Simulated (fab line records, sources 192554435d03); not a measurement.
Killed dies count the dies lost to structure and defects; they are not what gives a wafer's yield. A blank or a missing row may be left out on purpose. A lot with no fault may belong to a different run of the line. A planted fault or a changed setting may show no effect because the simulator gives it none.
A lot that was struck, set against a sound lot / flow n5 finfet / 37 out of 1938 route steps
Sound: the wafers L849.3, L849.4, L849.6. Struck: wafer L846.2 (left out: L846.1, L846.6 of the same lot, which were not struck); the cause appears at the end.
At each step with rows: each side's tool, then ch and its chambers, then its first start. Under that, the readings that differ: sound wafers / struck wafers / difference of the means / sigmas: that difference in standard deviations of wafers without a fault.
alike: same words and numbers on both sides, and readings whose means sit less than 2 such deviations apart. not compared: any withheld reading, any reading some wafer has no value for, any bound like >300 that may hide the same value, and any number with overlapping values for which the record gives no deviation.
The two part at a step that has a row with sigmas, a row that says differs or no value, or rows on one side only. When numbers do not overlap yet have no deviation, they are printed without sigmas and do not part them. Lack of a reading on every wafer of one side parts them only where that side has two or more wafers.

first, 9 steps without rows for these wafers: N5_BEOL_M1_ANNEAL_95 (time 240 s); N5_BEOL_M1_SPUTTER_96 (material Cu, target thk 4.5 nm, time 8.29 s); N5_BEOL_M1_ECD_50 (material Cu, target thk 300 nm); N5_BEOL_M1_ANNEAL_51 (time 90 s); N5_BEOL_M1_CMP_52 (polishes, stops on SiOC, t overpolish 6.8 s, target thk 40 nm); N5_BEOL_M1_PRE_CLEAN_60 (time 15 s); N5_BEOL_M1_CO_CAP_55 (material Co, precursor CCTBA/H2, target thk 2 nm, time 102.1 s); N5_BEOL_M1_PRE_CLEAN_56 (time 15 s); N5_BEOL_M1_DEP_57 (deposits SiCN from 3MS/NH3, target thk 8 nm, time 14 s).
N5_BEOL_M2_ILD_DEP_00: deposits SiOC from DEMS/O2, target thk 79 nm, time 15.3 s.
  sound on pecvd-04 ch 0,1, day 11 02:11; struck on pecvd-01 ch 0, day 10 08:30
reading=model.SiOC_of_BEOL_M2_ILD_DEP_00.thk nm (nm); sound=80.8 82 80.6; struck=90; difference=+9; sigmas=
  alike: heater power w, rf fwd power W, showerhead plenum p Torr, throttle valve pct
N5_BEOL_M2_THK_MEAS_01:
  sound on film metro-01 at day 11 02:15; struck on film metro-02 at day 10 08:34
reading=M2_ILD_THK (nm); sound=80.8 82.0 80.5; struck=90.0; difference=+8.9; sigmas=+8
then, 24 steps without rows for these wafers: N5_BEOL_M2_PECVD_72 (deposits SiO2 from TEOS/O2, target thk 16 nm, time 18 s); N5_BEOL_M2_HM_DEP_02 (deposits TiN, target thk 20 nm); N5_BEOL_M2_COAT_61 (time 60 s, resist thk 60 nm); N5_BEOL_M2_COAT_62 (time 60 s, resist thk 12 nm); N5_BEOL_M2_COAT_73 (time 60 s, resist thk 5 nm); N5_BEOL_M2_COAT_05 (resist thk 30 nm); N5_BEOL_M2_EBR_07; N5_BEOL_M2_SOFTBAKE_06 (time 60 s); N5_BEOL_M2_EXPOSE_08 (exposes mask M2); N5_BEOL_M2_PEB_09 (peb time 60 s); N5_BEOL_M2_DEVELOP_10 (develop time 30 s); N5_BEOL_M2_DESCUM_16 (chemistry O2, time 7 s); N5_BEOL_M2_ETCH_74 (etches underlayer in N2/H2, target depth 6.5 nm, time 5.2 s); N5_BEOL_M2_ETCH_63 (etches SiARC in CF4, target depth 15.6 nm, time 26 s); N5_BEOL_M2_ETCH_64 (etches SOC in N2/H2, target depth 75 nm, overetch 22.5 nm, time 121.9 s); N5_BEOL_M2_STRIP_65 (strips in N2/H2); N5_BEOL_M2_STRIP_75 (strips in N2/H2); N5_BEOL_M2_STRIP_66 (strips in CF4); N5_BEOL_M2_HM_OPEN_17 (chemistry Cl2/BCl3, target TiN, target depth 20 nm, overetch 6 nm); N5_BEOL_M2_STRIP_19 (strips in O2); N5_BEOL_M2_COAT_67 (time 60 s, resist thk 60 nm); N5_BEOL_M2_COAT_68 (time 60 s, resist thk 12 nm); N5_BEOL_M2_COAT_76 (time 60 s, resist thk 5 nm); N5_BEOL_M2_COAT_22 (resist thk 30 nm).
N5_BEOL_M2_CMP_52: polishes, stops on SiOC, t overpolish 6.8 s, target thk 40 nm.
  sound on cmp-04 ch 0,1,3, day 11 13:58; struck on cmp-04 ch 3, day 10 22:10
reading=model.SiOC_of_BEOL_M2_ILD_DEP_00.thk nm (nm); sound=77.8 79 77.6; struck=87; difference=+9; sigmas=
  alike: motor current A
N5_BEOL_M4_RC_MEAS_101:
  sound on prober-01 ch 0, day 12 20:43; struck on prober-01 ch 0, day 11 19:35
  alike: DIBL_N, DIBL_P, IOFF_N, IOFF_P, ION_N, ION_P, SS_N, SS_P, VT_N, VT_P

== WHERE THEY PART ==
Only at N5_BEOL_M2_THK_MEAS_01, within this record. Later steps at which nothing parts them and some readings are alike: N5_BEOL_M2_CMP_52, N5_BEOL_M4_RC_MEAS_101.

WHY: what had been put in by the simulator
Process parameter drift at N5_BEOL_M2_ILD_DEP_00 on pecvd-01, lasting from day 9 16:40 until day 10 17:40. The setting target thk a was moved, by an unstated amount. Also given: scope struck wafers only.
